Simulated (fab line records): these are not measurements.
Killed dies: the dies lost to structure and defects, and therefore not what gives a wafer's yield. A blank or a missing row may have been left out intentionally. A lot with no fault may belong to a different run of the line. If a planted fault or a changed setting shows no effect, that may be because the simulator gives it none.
fab line records	flow n5_finfet
record lots=5	wafers=14	last_day=17
route steps=1938 shown MOL_CONTACT_COAG@604 BEOL_M4@1111
lots that met no fault: from a run of the same line without faults
start_h: start of the lot's first displayed wafer, in hours after the record's first day	wait_h: hours elapsed since this lot's preceding step	" same as the row above	L1.1+2: several wafers, shown together as one row	- no value, or no start was given	* or withheld: withheld	< > ~ a bound
route shown NAME@n: names a module that has steps shown in the file, with the first one's number in the route	usual: mean and standard deviation over wafers with no fault	same: alike in all rows	chamber/n: place in a boat	sites: the reading at each site	_std_site: how widely they spread, as a standard deviation	_edge_site: outer sites' mean less inner sites'	radius_mm: for every site, how far away it sits from the centre of the wafer	mask NAME#n: copy n	behind: tool/chamber where the wafer was last shaped	hold: why the lot was held/for how many hours/how that ended	device: which transistor (n, p or np) failed to switch	end of line: tests run on the same wafers once the route is complete	a step without rows: its recipe alone	killed: at the first sort, the dies lost to defects and structure; wafer yield is something else	map: the dies of a wafer, with x for killed, . for not killed, _ for no die there
set.NAME: the setting the step ran with; set.NAME@STEP: the setting that earlier step ran with	model.NAME: the simulator's own value behind a step, which no gauge read
certain route steps with their lots: each step a table, each wafer a row
services: a tool's chamber out of use, with start hour (start_h, from the record's first day; less than 0 if before it), hours out, and reason
## steps
# step N5_MOL_CONTACT_COAG_INSPECT_42
# recipe mode=adi	inspect_instrument=brightfield
# usual raw_defect_count=212/69
lot.wafer	tool	chamber	start_h	wait_h	raw_defect_count
L959.1	defect_inspect-02	-	116.75	0.1	120
L959.2	"	-	"	"	210
L959.5	"	-	"	"	155
L961.1	defect_inspect-01	-	130.16	0.1	172
L961.4	"	-	"	"	159
L961.5	"	-	"	"	195
L965.1	defect_inspect-02	-	156.13	0.1	190
L965.6	"	-	"	"	197
L975.1	defect_inspect-01	-	213.09	0.1	134
L975.2	"	-	"	"	141
L975.4	"	-	"	"	158
L978.3	defect_inspect-02	-	236.08	0.0	247
L978.5	"	-	"	"	294
L978.6	"	-	"	"	246
# step N5_MOL_CONTACT_COAG_DESCUM_45
# recipe chemistry=O2	time_s=7	source_power_w=50	bias_power_w=20	pressure_mtorr=20	rf_frequency_hz=2.712e+07	temp_c=40	resist=CAR-EUV	o2_flow_sccm=225
# usual drypump_motor_current_A=5.5/0.34	oes_product_au=0.82/0.088	rf_vpp_V=243.6/1.4	showerhead_plenum_p_Torr=2.13/0.066	throttle_valve_pct=20.4/0.33
lot.wafer	tool	chamber	start_h	wait_h	drypump_motor_current_A	oes_product_au	rf_hours_counter_h	rf_vpp_V	showerhead_plenum_p_Torr	throttle_valve_pct
L959.1	rie_diel-03	3	116.78	0.0	5.7	0.68	239	244.3	2.15	20.9
L959.2	"	1	"	"	5.6	0.70	213	242.6	2.08	20.5
L959.5	"	3	"	"	5.6	0.69	-	245.9	2.15	21.0
L961.1	rie_diel-06	2	130.19	0.0	5.0	0.83	74	243.4	2.02	20.5
L961.4	"	1	"	"	5.3	0.77	116	242.4	2.02	20.7
L961.5	"	3	"	"	6.5	0.72	-	244.5	2.16	20.5
L965.1	rie_diel-04	0	156.17	0.0	5.4	0.84	54	244.7	2.23	20.8
L965.6	"	3	"	"	5.5	0.92	-	244.4	2.13	19.9
L975.1	rie_diel-03	2	213.13	0.0	5.7	0.88	40	244.3	2.22	20.0
L975.2	"	3	"	"	5.7	0.95	12	243.0	2.14	20.6
L975.4	"	2	"	"	5.7	0.87	-	245.6	2.22	20.0
L978.3	rie_diel-04	3	236.19	0.1	5.5	0.86	54	242.4	2.12	19.9
L978.5	"	0	"	"	5.4	0.80	-	245.0	2.22	20.8
L978.6	"	1	"	"	5.8	0.91	-	244.1	2.14	20.3
# step N5_MOL_CONTACT_COAG_ETCH_65
# recipe chemistry=N2/H2	target=underlayer	target_depth_a=130	mask_material=CAR-EUV	time_s=10.4	ion_energy_ev=200	pressure_mtorr=30	source_w=840	bias_w=150	n2_flow_sccm=200	h2_flow_sccm=200	ends=cleared
# usual drypump_motor_current_A=5.6/0.34	etch_rf_on_time_s=10.40/0.23	oes_product_au=0.70/0.076	rf_vpp_V=525.0/2.3	showerhead_plenum_p_Torr=2.59/0.08	throttle_valve_pct=17.8/0.34
lot.wafer	tool	chamber	start_h	wait_h	drypump_motor_current_A	etch_rf_on_time_s	oes_product_au	rf_hours_counter_h	rf_vpp_V	showerhead_plenum_p_Torr	throttle_valve_pct
L959.1	rie_diel-03	3	116.83	0.0	5.7	10.70	0.58	239	526.4	2.62	18.5
L959.2	"	1	"	"	5.6	11.00	0.59	213	521.7	2.51	17.9
L959.5	"	3	"	"	5.7	10.60	0.59	-	524.9	2.62	18.5
L961.1	rie_diel-06	2	130.23	0.0	5.0	10.41	0.71	74	522.8	2.47	18.0
L961.4	"	1	"	"	5.3	10.25	0.67	116	522.6	2.46	18.1
L961.5	"	3	"	"	6.5	10.59	0.61	-	526.7	2.63	18.1
L965.1	rie_diel-04	0	156.20	0.0	5.4	10.19	0.72	54	528.4	2.70	18.1
L965.6	"	3	"	"	5.5	9.95	0.79	-	526.8	2.59	17.3
L975.1	rie_diel-03	2	213.16	0.0	5.7	10.63	0.73	40	528.9	2.70	17.4
L975.2	"	3	"	"	5.7	10.40	0.81	12	526.4	2.61	18.1
L975.4	"	2	"	"	5.7	10.53	0.74	-	527.8	2.70	17.5
L978.3	rie_diel-04	3	236.22	0.0	5.5	10.31	0.75	54	525.1	2.58	17.4
L978.5	"	0	"	"	5.4	10.41	0.69	-	526.9	2.69	18.2
L978.6	"	1	"	"	5.7	10.35	0.78	-	525.5	2.60	17.7
# step N5_MOL_CONTACT_COAG_ETCH_66
# recipe chemistry=CF4	target=SiARC	target_depth_a=130	mask_material=CAR-EUV	time_s=21.7	ion_energy_ev=80	pressure_mtorr=40	source_w=545	bias_w=36	Ar_flow_sccm=100	cf4_flow_sccm=100	ends=cleared
# step N5_MOL_CONTACT_COAG_ALD_133
# recipe material=SiO2	target_thk_a=50	temp_c=100	ald_precursor_family=BDEAS	ald_co_reactant=O2-plasma	pulse_time_s=1	co_reactant_pulse_time_s=1	purge_time_s=2	co_reactant_purge_time_s=2	ald_cycles=35	pressure_torr=2
# usual heater_power_w=79/7.7	precursor_pulse_height_rel=1.001/0.024
# same co_reactant_purge_time_s=2	pulse_time_s=1
lot.wafer	tool	chamber	start_h	wait_h	heater_power_w	precursor_pulse_height_rel
L959.1	ald_sin-01	1	116.97	0.1	67	1.016
L959.2	"	2	"	"	76	1.001
L959.5	"	2	"	"	78	0.984
L961.1	ald_sin-03	0	130.33	0.1	81	1.010
L961.4	"	3	"	"	73	0.987
L961.5	"	2	"	"	95	1.005
L965.1	ald_sin-03	2	156.30	0.1	91	1.029
L965.6	"	2	"	"	93	1.008
L975.1	ald_sin-02	3	213.26	0.1	81	1.011
L975.2	"	0	"	"	80	1.019
L975.4	"	2	"	"	85	0.993
L978.3	ald_sin-01	0	236.32	0.1	87	1.016
L978.5	"	1	"	"	68	0.989
L978.6	"	0	"	"	85	0.984
# step N5_MOL_CONTACT_COAG_ETCHBACK_134
# recipe chemistry=CHF3	target=SiO2	target_depth_a=100	time_s=6.7	ion_energy_ev=200	pressure_mtorr=30	source_w=610	bias_w=170	Ar_flow_sccm=200	CHF3_flow_sccm=50
# usual drypump_motor_current_A=5.5/0.36	oes_product_au=0.82/0.091	rf_vpp_V=524/5.6	showerhead_plenum_p_Torr=2.40/0.073	throttle_valve_pct=18.66/0.3
lot.wafer	tool	chamber	start_h	wait_h	drypump_motor_current_A	oes_product_au	rf_hours_counter_h	rf_vpp_V	showerhead_plenum_p_Torr	throttle_valve_pct
L959.1	rie_diel-06	3	117.15	0.1	6.5	0.72	186	530	2.46	18.85
L959.2	"	0	"	"	5.5	0.74	171	516	2.38	18.56
L959.5	"	0	"	"	5.5	0.74	-	518	2.38	18.55
L961.1	rie_diel-04	0	130.50	0.1	5.4	0.86	44	522	2.51	18.88
L961.4	"	2	"	"	5.6	0.90	28	524	2.43	18.20
L961.5	"	2	"	"	5.7	0.89	-	523	2.43	18.20
L965.1	rie_diel-06	0	156.48	0.1	5.5	0.72	186	516	2.37	18.58
L965.6	"	1	"	"	5.3	0.76	-	517	2.29	19.00
L975.1	rie_diel-04	2	213.44	0.1	5.7	0.84	59	526	2.42	18.25
L975.2	"	1	"	"	5.7	0.94	15	526	2.44	18.56
L975.4	"	0	"	"	5.4	0.80	75	524	2.50	18.97
L978.3	rie_diel-03	0	236.50	0.1	5.1	0.84	65	516	2.32	18.77
L978.5	"	2	"	"	5.7	0.85	-	534	2.52	18.37
L978.6	"	1	"	"	5.6	0.95	-	529	2.35	18.42
# step N5_MOL_CONTACT_COAG_ETCH_67
# recipe chemistry=N2/H2	target=SOC	target_depth_a=600	overetch_a=210	mask_material=SiARC	temp_c=40	time_s=101.2	ion_energy_ev=200	pressure_mtorr=30	source_w=840	bias_w=150	n2_flow_sccm=200	h2_flow_sccm=200
# usual drypump_motor_current_A=5.6/0.36	oes_product_au=0.69/0.071	rf_vpp_V=524.6/2.4	showerhead_plenum_p_Torr=2.57/0.083	throttle_valve_pct=17.8/0.33
lot.wafer	tool	chamber	start_h	wait_h	drypump_motor_current_A	oes_product_au	rf_hours_counter_h	rf_vpp_V	showerhead_plenum_p_Torr	throttle_valve_pct
L959.1	rie_diel-06	3	117.19	0.0	6.5	0.61	186	526.9	2.63	18.1
L959.2	"	0	"	"	5.5	0.63	171	522.7	2.54	17.6
L959.5	"	0	"	"	5.5	0.63	-	524.8	2.54	17.6
L961.1	rie_diel-04	0	130.54	0.0	5.4	0.71	44	529.0	2.71	18.1
L961.4	"	2	"	"	5.7	0.74	28	526.6	2.60	17.3
L961.5	"	2	"	"	5.7	0.75	-	524.6	2.60	17.3
L965.1	rie_diel-06	0	156.51	0.0	5.5	0.61	186	522.4	2.53	17.6
L965.6	"	1	"	"	5.3	0.64	-	521.9	2.46	18.1
L975.1	rie_diel-04	2	213.48	0.0	5.7	0.71	59	524.3	2.59	17.4
L975.2	"	1	"	"	5.8	0.78	15	526.1	2.60	17.6
L975.4	"	0	"	"	5.4	0.67	75	527.8	2.69	18.1
L978.3	rie_diel-03	0	236.54	0.0	5.0	0.71	65	521.5	2.47	17.8
L978.5	"	2	"	"	5.7	0.71	-	528.4	2.69	17.4
L978.6	"	1	"	"	5.6	0.79	-	523.1	2.50	17.5
# step N5_MOL_CONTACT_COAG_STRIP_68
# recipe chemistry=N2/H2	temp_c=40	n2_flow_sccm=200	h2_flow_sccm=200	rf_frequency_hz=6e+07
# step N5_MOL_CONTACT_COAG_STRIP_69
# recipe chemistry=N2/H2	temp_c=40	n2_flow_sccm=200	h2_flow_sccm=200	rf_frequency_hz=6e+07
# step N5_MOL_CONTACT_COAG_ETCHBACK_136
# recipe chemistry=CHF3	target=SiO2	target_depth_a=250	time_s=16.7	ion_energy_ev=200	pressure_mtorr=30	source_w=610	bias_w=170	Ar_flow_sccm=200	CHF3_flow_sccm=50
# step N5_MOL_CONTACT_COAG_STRIP_120
# recipe chemistry=CHF3	resist=SiARC	rf_frequency_hz=6e+07
# step N5_MOL_CONTACT_COAG_VIA_ETCH_117
# recipe chemistry=C4F6/O2	target_depth_a=400	overetch_a=80	mask_material=SOC	target=SiO2	bias_w=455	pressure_mtorr=10	time_s=26	source_w=325	Ar_flow_sccm=300	C4F6_flow_sccm=10	O2_flow_sccm=10	ion_energy_ev=575.3	ends=end_point
# step N5_MOL_CONTACT_COAG_ETCH_124
# recipe chemistry=CH3F/O2	target=SiNx	target_depth_a=65	mask_material=SOC	stop_on=SiOC	over_etch_frac=0.3	ion_energy_ev=120	pressure_mtorr=30	source_w=395	bias_w=73	Ar_flow_sccm=150	CH3F_flow_sccm=30	O2_flow_sccm=20	ends=end_point
# usual drypump_motor_current_A=5.5/0.36	oes_product_au=0.70/0.073	over_etch_frac=0.3/0	rf_vpp_V=298/3.3	showerhead_plenum_p_Torr=2.02/0.064	throttle_valve_pct=16.25/0.29
lot.wafer	tool	chamber	start_h	wait_h	drypump_motor_current_A	oes_product_au	over_etch_frac	rf_hours_counter_h	rf_vpp_V	showerhead_plenum_p_Torr	throttle_valve_pct	model.SOC_of_MOL_CONTACT_COAG_COAT_62.thk_nm
L959.1	rie_diel-06	3	117.34	0.0	6.5	0.62	0.3	186	301	2.07	16.47	49
L959.2	"	0	"	"	5.5	0.64	0.3	171	294	2.00	16.17	48.8
L959.5	"	0	"	"	5.5	0.63	0.3	-	292	2.00	16.19	49
L961.1	rie_diel-04	0	130.69	0.0	5.4	0.72	0.3	44	298	2.12	16.46	48
L961.4	"	2	"	"	5.7	0.76	0.3	29	298	2.04	15.79	48
L961.5	"	2	"	"	5.6	0.76	0.3	-	298	2.04	15.80	48.2
L965.1	rie_diel-06	0	156.66	0.0	5.5	0.63	0.3	186	294	1.99	16.20	48.4
L965.6	"	1	"	"	5.3	0.60	0.51109	-	293	1.92	16.58	47.6
L975.1	rie_diel-04	2	213.63	0.0	5.7	0.72	0.3	59	296	2.03	15.84	48.4
L975.2	"	1	"	"	5.8	0.80	0.3	15	298	2.05	16.13	48.2
L975.4	"	0	"	"	5.4	0.69	0.3	75	299	2.11	16.53	48.2
L978.3	rie_diel-03	0	236.69	0.0	5.1	0.72	0.3	65	293	1.95	16.36	48.6
L978.5	"	2	"	"	5.7	0.73	0.3	-	304	2.12	15.96	48.6
L978.6	"	1	"	"	5.6	0.81	0.3	-	300	1.97	16.00	48.8
# step N5_MOL_CONTACT_COAG_ETCH_48
# recipe chemistry=C4F6/O2	target_depth_a=150	overetch_a=45	mask_material=SOC	target=SiOC	bias_w=465	pressure_mtorr=10	time_s=17	source_w=335	Ar_flow_sccm=300	C4F6_flow_sccm=10	O2_flow_sccm=10	ion_energy_ev=576
# step N5_BEOL_M4_RC_MEAS_101
# usual DIBL_N=36.4/1.4	DIBL_P=36.3/1.8	IOFF_N=0.163/0.024	IOFF_P=0.21/0.034	ION_N=673/11	ION_P=461/7.4	SS_N=71.6/0.52	SS_P=73.3/0.58	VT_N=249.4/2.5	VT_P=-250/3.5
lot.wafer	tool	chamber	start_h	wait_h	DIBL_N[mV/V]	DIBL_P[mV/V]	IOFF_N[nA/um]	IOFF_P[nA/um]	ION_N[uA/um]	ION_P[uA/um]	SS_N[mV/dec]	SS_P[mV/dec]	VT_N[mV]	VT_P[mV]
L959.1	prober-02	0	185.89	0.0	35.0	34.8	0.139	0.17	670	451	70.5	72.4	250.9	-254
L959.2	"	0	"	"	37.5	38.6	0.190	0.22	685	464	71.5	73.7	244.7	-250
L959.5	"	0	"	"	37.7	38.4	0.194	0.22	670	456	72.1	73.8	245.4	-251
L961.1	prober-01	0	201.62	0.0	35.6	36.3	0.159	0.20	674	457	71.3	73.8	251.1	-252
L961.4	"	0	"	"	35.8	36.3	0.154	0.20	663	457	71.4	73.7	251.2	-252
L961.5	"	0	"	"	36.3	37.0	0.165	0.22	664	455	72.2	73.6	251.1	-251
L965.1	prober-01	0	224.94	0.0	35.1	35.1	0.141	0.18	661	451	71.4	73.3	252.1	-255
L965.6	"	0	"	"	35.3	35.9	0.148	0.19	669	454	71.3	73.2	251.1	-252
L975.1	prober-02	0	283.19	0.0	37.8	37.7	0.169	0.22	681	460	71.9	73.9	251.2	-252
L975.2	"	0	"	"	37.1	37.0	0.157	0.20	681	460	71.5	73.7	251.3	-251
L975.4	"	0	"	"	35.8	35.7	0.136	0.18	669	460	70.8	73.6	252.2	-252
L978.3	prober-02	0	300.44	0.3	36.6	32.3	0.148	0.16	665	447	71.3	72.9	253.0	-256
L978.5	"	0	"	"	36.6	33.5	0.160	0.18	679	456	71.4	73.5	248.1	-256
L978.6	"	0	"	"	35.2	31.7	0.131	0.16	664	454	71.5	73.3	250.8	-254
## services
tool	chamber	start_h	hours	kind
ald_sin-01	0	100.18	-	clean
ald_sin-01	1	100.18	-	clean
ald_sin-01	2	100.18	-	clean
ald_sin-01	3	100.18	-	clean
rie_diel-03	0	111.09	14.0	repair
ald_sin-02	0	120.69	7.7	repair
rie_diel-03	3	148.21	-	clean
rie_diel-03	3	148.21	-	consumable_replace:focus_ring
rie_diel-03	3	148.21	29.4	scheduled_down
rie_diel-03	3	148.21	29.4	vent_cycle
rie_diel-04	1	149.34	-	clean
rie_diel-04	1	149.34	-	consumable_replace:focus_ring
rie_diel-04	1	149.34	18.4	scheduled_down
rie_diel-04	1	149.34	18.4	vent_cycle
ald_sin-01	0	159.33	3.7	repair
rie_diel-03	1	211.40	-	clean
rie_diel-03	1	211.40	-	consumable_replace:focus_ring
rie_diel-03	1	211.40	17.4	scheduled_down
rie_diel-03	1	211.40	17.4	vent_cycle
rie_diel-06	3	226.21	11.0	repair
## key
first_sign step=N5_MOL_CONTACT_COAG_ETCH_124	reading=over_etch_frac	direction=up	sigmas=99+	usual=0.3	struck=0.51109
effect none on later readings
model_effect step=N5_MOL_CONTACT_COAG_ETCH_124	value=SOC_of_MOL_CONTACT_COAG_COAT_62.thk_nm	without=48.2	struck=47.6
met_at N5_MOL_CONTACT_COAG_ETCH_124
struck_wafers L965.6
onset_between 117.34 156.66
fault kind=process_parameter_drift	tool=rie_diel-06	chamber=-	onset_h=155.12	steps=N5_MOL_CONTACT_COAG_ETCH_124	channel=over_etch_frac	offset=0.21109	shape=step	end_h=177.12	scope=struck_wafers_only	acts_in=these_recipes_only	stated=0.3
